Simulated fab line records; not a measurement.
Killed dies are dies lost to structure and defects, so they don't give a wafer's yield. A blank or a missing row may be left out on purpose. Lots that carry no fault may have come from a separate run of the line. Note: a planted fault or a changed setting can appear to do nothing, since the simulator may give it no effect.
Matching of chambers | flow nand-harc | rie-diel-12 running NHARC_A_STAIRCASE_DESCUM_11: 4 sister chambers
The step chemistry O2, time 3 s. 15 wafers are shown with their chamber, then 7 later ones without.

## WAFERS, EACH WITH ITS CHAMBER
wafer  | chamber | drypump-motor-current-A (A) | showerhead-plenum-p-Torr (Torr) | oes-product-au (a.u.)
L151.1 | 3       | 5.8                         | 1.77                            | 1.001
L151.2 | 1       | 5.8                         | 1.99                            | 0.982
L151.4 | 0       | 5.9                         | 2.07                            | 0.983
L152.2 | 0       | 5.9                         | 2.07                            | 0.989
L152.5 | 1       | 5.8                         | 1.99                            | 0.999
L152.6 | 2       | 6.2                         | 1.84                            | 1.002
L162.1 | 1       | 5.7                         | 1.98                            | 0.979
L162.2 | 3       | 5.8                         | 2.08                            | 1.017
L162.3 | 0       | 5.9                         | 2.06                            | 0.996
L165.4 | 1       | 5.8                         | 1.97                            | 0.990
L165.5 | 0       | 5.9                         | 2.05                            | 1.002
L165.6 | 3       | 5.8                         | 2.07                            | 1.023
L166.1 | 1       | 5.7                         | 1.97                            | 0.997
L166.6 | 1       | 5.8                         | 1.97                            | 0.979
L170.1 | 1       | 5.8                         | 1.97                            | 0.985

SIGNATURES, as means of the wafers listed above
reading                  | chamber 0 | chamber 1 | chamber 2 | chamber 3 | scatter within a chamber
drypump-motor-current-A  | 5.900     | 5.771     | 6.200     | 5.800     | 0.036
showerhead-plenum-p-Torr | 2.0625    | 1.9771    | 1.8400    | 1.9733    | 0.0756
oes-product-au           | 0.99250   | 0.98729   | 1.00200   | 1.01367   | 0.00891
Rule: for a wafer and a chamber, the distance is found by dividing, reading by reading, the gap between the wafer's reading and the chamber's mean by the reading's scatter, squaring, summing and taking the root. The wafer belongs to the nearest chamber; if the next one is less than 2 further off, it can't be placed. The scatter: take each reading less its chamber's mean, square it, sum over the shown wafers, divide by the number of wafers less the number of chambers, and take the root.

## WAFERS WHOSE CHAMBER IS MISSING
wafer  | drypump-motor-current-A (A) | showerhead-plenum-p-Torr (Torr) | oes-product-au (a.u.)
L170.2 | 5.9                         | 2.05                            | 1.004
L170.3 | 6.2                         | 1.82                            | 1.022
L169.1 | 5.9                         | 2.05                            | 0.986
L169.2 | 5.7                         | 1.97                            | 0.986
L174.2 | 6.2                         | 1.81                            | 1.001
L174.3 | 5.8                         | 1.96                            | 0.998
L174.6 | 6.2                         | 1.81                            | 1.010

## EACH ONE'S CHAMBER
wafer  | from the rows above          | in truth
L170.2 | can't be placed: 0 or 3      | 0
L170.3 | 2                            | 2
L169.1 | 0                            | 0
L169.2 | 1                            | 1
L174.2 | 2                            | 2
L174.3 | can't be placed: 1 or 3 or 0 | 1
L174.6 | 2                            | 2
Correct placement for 5 of the 7. Cannot be placed on the basis of these rows: 2; the candidates contain the true chamber in 2. Wrongly placed: 0.
